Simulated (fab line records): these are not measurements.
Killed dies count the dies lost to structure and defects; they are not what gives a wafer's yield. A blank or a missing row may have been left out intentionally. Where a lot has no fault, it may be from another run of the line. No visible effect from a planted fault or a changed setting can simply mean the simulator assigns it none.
Which of the tools did it? + flow n5 finfet + Sampling: 10 lots, 29 wafers, 4 of 1938 route steps

WHAT THE GAUGES SHOWED, per wafer
N5_BEOL_M5_INSPECT_13: inspects for defects (brightfield).
| lot  | measured     | on                | raw defect count |
|------|--------------|-------------------|------------------|
| L380 | day 8 22:45  | defect inspect-01 | 375 292 334      |
| L381 | day 9 01:40  | defect inspect-01 | 261 375 267      |
| L379 | day 9 05:10  | defect inspect-01 | 307 382 372      |
| L382 | day 9 12:13  | defect inspect-02 | 493 402          |
| L378 | day 10 00:04 | defect inspect-02 | 457 397 247      |
| L385 | day 10 03:32 | defect inspect-01 | 601 583 525      |
| L393 | day 12 22:00 | defect inspect-02 | 402 403 364      |
| L395 | day 13 01:30 | defect inspect-02 | 476 374 376      |
| L399 | day 14 09:49 | defect inspect-02 | 447 402 471      |
| L401 | day 14 15:56 | defect inspect-02 | 448 477 319      |

N5_BEOL_M5_CD_MEAS_28: target cd 30.6 nm, target cd y 20 nm.
| lot  | measured     | on        | cd nm (nm)        |
|------|--------------|-----------|-------------------|
| L380 | day 8 23:48  | cd sem-03 | 30.47 30.88 30.87 |
| L381 | day 9 03:41  | cd sem-01 | 31.09 30.77 30.52 |
| L379 | day 9 06:19  | cd sem-03 | 30.59 30.46 30.50 |
| L382 | day 9 14:22  | cd sem-03 | 33.30 33.39       |
| L378 | day 10 02:25 | cd sem-03 | 30.60 30.49 31.06 |
| L385 | day 10 06:15 | cd sem-01 | 33.23 33.07 33.31 |
| L393 | day 13 00:26 | cd sem-01 | 30.71 30.79 30.52 |
| L395 | day 13 06:34 | cd sem-01 | 30.44 30.39 29.91 |
| L399 | day 14 12:07 | cd sem-01 | 30.51 30.86 30.17 |
| L401 | day 14 17:46 | cd sem-01 | 30.44 30.63 30.60 |

EACH LOT AND THE TOOL THAT RAN IT (in order: tool; ch and the chambers of the sampled wafers; start)
| lot  | N5_BEOL_M5_ETCH_61                 | N5_BEOL_M5_EXPOSE_25              |
|------|------------------------------------|-----------------------------------|
| L380 | rie diel-02 ch 0,2,3, day 8 22:54  | euv scanner-02 ch 0, day 8 23:40  |
| L381 | rie diel-06 ch 0,3, day 9 01:45    | euv scanner-01 ch 0, day 9 03:33  |
| L379 | rie diel-04 ch 0,1,3, day 9 05:22  | euv scanner-02 ch 0, day 9 06:11  |
| L382 | rie diel-02 ch 0,2, day 9 12:18    | euv scanner-02 ch 0, day 9 14:14  |
| L378 | rie diel-06 ch 2,3, day 10 00:09   | euv scanner-01 ch 0, day 10 02:16 |
| L385 | rie diel-04 ch 1,3, day 10 03:47   | euv scanner-02 ch 0, day 10 06:07 |
| L393 | rie diel-04 ch 0,1,2, day 12 22:05 | euv scanner-01 ch 0, day 13 00:19 |
| L395 | rie diel-02 ch 0,1,3, day 13 01:35 | euv scanner-01 ch 0, day 13 06:26 |
| L399 | rie diel-02 ch 0,1,2, day 14 09:54 | euv scanner-01 ch 0, day 14 11:59 |
| L401 | rie diel-02 ch 1,2,3, day 14 16:02 | euv scanner-01 ch 0, day 14 17:38 |
- N5_BEOL_M5_ETCH_61: etches SiARC in CF4, target depth 15.6 nm, time 26 s.
- N5_BEOL_M5_EXPOSE_25: exposes mask V4, defocus 10 nm.

AS READ BY THE TOOLS THEMSELVES (means over the sampled wafers that have a number; for cases with no such wafer, the mark the record gives instead)
N5_BEOL_M5_ETCH_61.
| lot  | tool        | cf4 flow sccm (sccm) | drypump motor current A (A) | etch rf on time s (s) | oes product au (a.u.) | rf vpp V (V) | showerhead plenum p Torr (Torr) | throttle valve pct (%) |
|------|-------------|----------------------|-----------------------------|-----------------------|-----------------------|--------------|---------------------------------|------------------------|
| L380 | rie diel-02 | 100.09               | 5.9                         | 26.5                  | 0.71                  | 184.0        | 2.14                            | 15.60                  |
| L381 | rie diel-06 | 99.86                | 5.8                         | 25.8                  | 0.74                  | 183.8        | 2.15                            | 15.45                  |
| L379 | rie diel-04 | 99.66                | 5.8                         | 26.4                  | 0.62                  | 183.3        | 2.11                            | 15.73                  |
| L382 | rie diel-02 | 100.26               | 5.9                         | 26.9                  | 0.68                  | 183.5        | 2.10                            | 15.64                  |
| L378 | rie diel-06 | 99.79                | 6.0                         | 26.9                  | 0.65                  | 184.8        | 2.17                            | 15.51                  |
| L385 | rie diel-04 | 99.94                | 5.7                         | 25.5                  | 0.62                  | 184.0        | 2.13                            | 15.72                  |
| L393 | rie diel-04 | 100.02               | 5.8                         | 25.6                  | 0.77                  | 185.1        | 2.21                            | 15.55                  |
| L395 | rie diel-02 | 99.94                | 6.1                         | 26.5                  | 0.72                  | 184.3        | 2.20                            | 15.59                  |
| L399 | rie diel-02 | 100.01               | 5.9                         | 26.4                  | 0.71                  | 184.2        | 2.19                            | 15.61                  |
| L401 | rie diel-02 | 100.08               | 5.7                         | 26.9                  | 0.67                  | 183.8        | 2.16                            | 15.70                  |

N5_BEOL_M5_EXPOSE_25.
| lot  | tool           | exposure dose mJ cm2 |
|------|----------------|----------------------|
| L380 | euv scanner-02 | 53.6                 |
| L381 | euv scanner-01 | 52.7                 |
| L379 | euv scanner-02 | 53.5                 |
| L382 | euv scanner-02 | 61.2                 |
| L378 | euv scanner-01 | 52.7                 |
| L385 | euv scanner-02 | 59.5                 |
| L393 | euv scanner-01 | 52.8                 |
| L395 | euv scanner-01 | 52.7                 |
| L399 | euv scanner-01 | 52.8                 |
| L401 | euv scanner-01 | 52.8                 |

THE ANSWER, worked out from the rows above alone
Rule: the usual values come from the lots themselves. The widest of any qualifying gaps counts: lots, ordered by their means at a reading, are off when they make up no more than a third of the lots, leave a main group of 4 or more, and stand apart from it by 3 or more times the standard deviation of that group's means. The tables above print the reading to a certain number of digits; a main group whose means all agree to those digits is not used. Also off: a lot with no number at a reading for which 4 or more lots have one. All remaining lots with rows at the step are treated as sound. After the gauges, taken in route order, come the tools' own readings; for these a lot's mean is taken, as printed above. The first step at which some lot is off is used, and at that step the reading that is off furthest; a lot without a number counts as furthest.
Off: L382, L385, at N5_BEOL_M5_CD_MEAS_28 (cd nm). The main group: mean 30.59 nm, standard deviation 0.16.
If a tool, at a process step before that reading, ran all the lots that are off and no sound lot after the first of them, it fits. Not tried: the gauges at N5_BEOL_M5_CD_MEAS_28; whatever is off there is also off at N5_BEOL_M5_EXPOSE_25, on other tools, and gauge error can't account for it. One fits: euv scanner-02 at N5_BEOL_M5_EXPOSE_25. Its last sound lot is L379 (day 9 06:11), its first lot that is off L382 (day 9 14:14): a fault that began between those two fits.
The tool's own readings at N5_BEOL_M5_EXPOSE_25 bear it out: on the lots that are off they differ by more than 5 times the standard deviation of the sound lots' means. exposure dose mJ cm2 reads 60.4 there against 53.0 on the sound lots.

WHAT THE SIMULATOR HAD INSERTED
Process parameters drifting: euv scanner-02 at N5_BEOL_M5_EXPOSE_25, beginning at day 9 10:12. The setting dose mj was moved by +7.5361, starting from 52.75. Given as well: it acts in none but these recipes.
Lots struck among those shown: L382, L385. This agrees with what the rule above found.
